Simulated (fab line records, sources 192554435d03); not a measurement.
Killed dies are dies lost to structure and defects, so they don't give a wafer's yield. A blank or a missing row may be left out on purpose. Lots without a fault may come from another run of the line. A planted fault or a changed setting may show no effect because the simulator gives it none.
Which tool did it? | flow n5_finfet | 8 lots, 24 wafers sampled, at 5 steps of a route of 1938

WHAT THE GAUGES READ, wafer by wafer
N5_BEOL_M4_RC_MEAS_101.
lot  | measured     | on        | DIBL_N (mV/V)
L654 | day 9 03:04  | prober-02 | 37.8 36.4 37.7
L655 | day 9 03:22  | prober-01 | 34.4 33.6 34.9
L661 | day 10 14:47 | prober-01 | 36.0 35.7 35.4
L662 | day 11 02:55 | prober-01 | 35.7 35.9 39.1
L663 | day 11 05:40 | prober-01 | 37.2 37.3 34.9
L664 | day 11 22:47 | prober-01 | 35.2 40.4 34.9
L665 | day 12 18:36 | prober-01 | 35.1 36.4 36.0
L673 | day 15 02:19 | prober-01 | 36.0 39.1 37.1

WHICH TOOL RAN EACH LOT (tool, then ch and the chambers of the sampled wafers, then the start)
lot  | N5_BEOL_M1_ETCH_63                | N5_BEOL_M1_ETCH_64                | N5_BEOL_M1_ALD_98                 | N5_BEOL_M1_ETCHBACK_99
L654 | rie_diel-02 ch 1,2,3, day 6 17:25 | rie_diel-02 ch 1,2,3, day 6 17:27 | ald_sin-01 ch 1,3, day 6 18:46    | rie_diel-02 ch 0,2, day 7 03:07
L655 | rie_diel-06 ch 0,1,3, day 6 23:10 | rie_diel-06 ch 0,1,3, day 6 23:12 | ald_sin-01 ch 0,1, day 7 00:15    | rie_diel-02 ch 1,2,3, day 7 08:38
L661 | rie_diel-05 ch 1,3, day 8 14:37   | rie_diel-05 ch 1,3, day 8 14:39   | ald_sin-04 ch 1,3, day 8 15:42    | rie_diel-05 ch 1,2,3, day 8 18:53
L662 | rie_diel-05 ch 1,2,3, day 8 20:16 | rie_diel-05 ch 1,2,3, day 8 20:19 | ald_sin-04 ch 1,2,3, day 8 21:20  | rie_diel-02 ch 1,2, day 8 22:36
L663 | rie_diel-06 ch 2,3, day 9 02:53   | rie_diel-06 ch 2,3, day 9 02:55   | ald_sin-04 ch 2,3, day 9 04:01    | rie_diel-06 ch 0,1, day 9 04:49
L664 | rie_diel-02 ch 0,1,2, day 9 06:07 | rie_diel-02 ch 0,1,2, day 9 06:08 | ald_sin-02 ch 0,2,3, day 9 07:05  | rie_diel-02 ch 0,1,2, day 9 14:22
L665 | rie_diel-05 ch 0,1,3, day 9 10:01 | rie_diel-05 ch 0,1,3, day 9 10:02 | ald_sin-02 ch 0,2,3, day 9 10:58  | rie_diel-02 ch 1,2,3, day 9 20:08
L673 | rie_diel-02 ch 2,3, day 11 15:31  | rie_diel-02 ch 2,3, day 11 15:32  | ald_sin-01 ch 0,1,3, day 11 16:30 | rie_diel-02 ch 1,2, day 11 18:21
- N5_BEOL_M1_ETCH_63: etches SiARC in CF4, target depth 15.6 nm, time 26 s.
- N5_BEOL_M1_ETCH_64: etches SOC in N2/H2, target depth 75 nm, overetch 15 nm, time 112.5 s.
- N5_BEOL_M1_ALD_98: deposits SiO2, target thk 2.5 nm, pulse time 1 s, co reactant pulse time 1 s.
- N5_BEOL_M1_ETCHBACK_99: etches SiO2 in CHF3, target depth 5 nm, time 10.4 s.

THE ANSWER, worked out from the rows above alone
Rule: what is usual is taken from the lots themselves. Put in order of their means at a reading, lots are off if they are a third of the lots or fewer, leave a main group of 4 or more, and stand apart from it by a gap of 3 or more times the standard deviation of the main group's means; of several such gaps the widest counts. A main group whose means are all the same, to the digits that the tables above print for the reading, isn't used. A lot without any number at a reading at which 4 lots or more have one is off too. The other lots that the step has rows for count as sound.
No lot is off at any reading shown: from this, nothing can be told.

WHAT THE SIMULATOR HAD PUT IN
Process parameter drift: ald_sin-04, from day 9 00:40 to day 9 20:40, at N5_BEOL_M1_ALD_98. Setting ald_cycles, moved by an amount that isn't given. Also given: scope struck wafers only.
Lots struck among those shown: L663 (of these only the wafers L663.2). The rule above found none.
